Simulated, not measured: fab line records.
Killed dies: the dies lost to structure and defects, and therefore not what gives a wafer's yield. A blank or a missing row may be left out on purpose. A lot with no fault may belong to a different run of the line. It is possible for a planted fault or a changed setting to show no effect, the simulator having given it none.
Matching of chambers | flow n5-finfet | N5_BEOL_M12_VIA_ETCH_16 on rie-diel-04 has 4 sister chambers
The step etches SiOC in C4F8/O2/Ar, target depth 724.8 nm. 4 wafers are shown with their chamber, then 12 later ones without.

WAFERS WITH THEIR CHAMBER
wafer  | chamber | drypump-motor-current-A (A)
L087.3 | 2       | 6.1
L086.1 | 0       | 5.1
L086.4 | 1       | 5.9
L086.5 | 3       | 6.4

WAFERS MISSING THEIR CHAMBER
wafer  | drypump-motor-current-A (A)
L090.2 | 5.9
L090.4 | 5.2
L090.6 | 6.4
L091.1 | 6.1
L091.2 | 5.2
L091.4 | 6.4
L093.1 | 6.4
L093.2 | 5.8
L093.4 | 6.1
L095.1 | 5.8
L095.2 | 6.1
L095.3 | 6.4

WHICH CHAMBER EACH WENT THROUGH
wafer  | from the rows above | in truth
L090.2 | 1                   | 1
L090.4 | 0                   | 0
L090.6 | 3                   | 3
L091.1 | 2                   | 2
L091.2 | 0                   | 0
L091.4 | 3                   | 3
L093.1 | 3                   | 3
L093.2 | 1                   | 1
L093.4 | 2                   | 2
L095.1 | 1                   | 1
L095.2 | 2                   | 2
L095.3 | 3                   | 3
Placed correctly: 12 of 12. Can't be placed from these rows: 0. Wrongly placed: 0.
How it was worked out, from the rows above alone: a wafer's distance from a chamber is the root of the sum, over the readings, of the square of ((its reading less the chamber's mean) divided by the reading's scatter). The wafer belongs to the nearest chamber; if the next one is less than 2 further off, it can't be placed. Each chamber's mean is taken over the wafers shown for it. The scatter (one wafer shown for each chamber): square how far every hidden wafer sits from the nearest shown wafer, average those squares and take the square root.
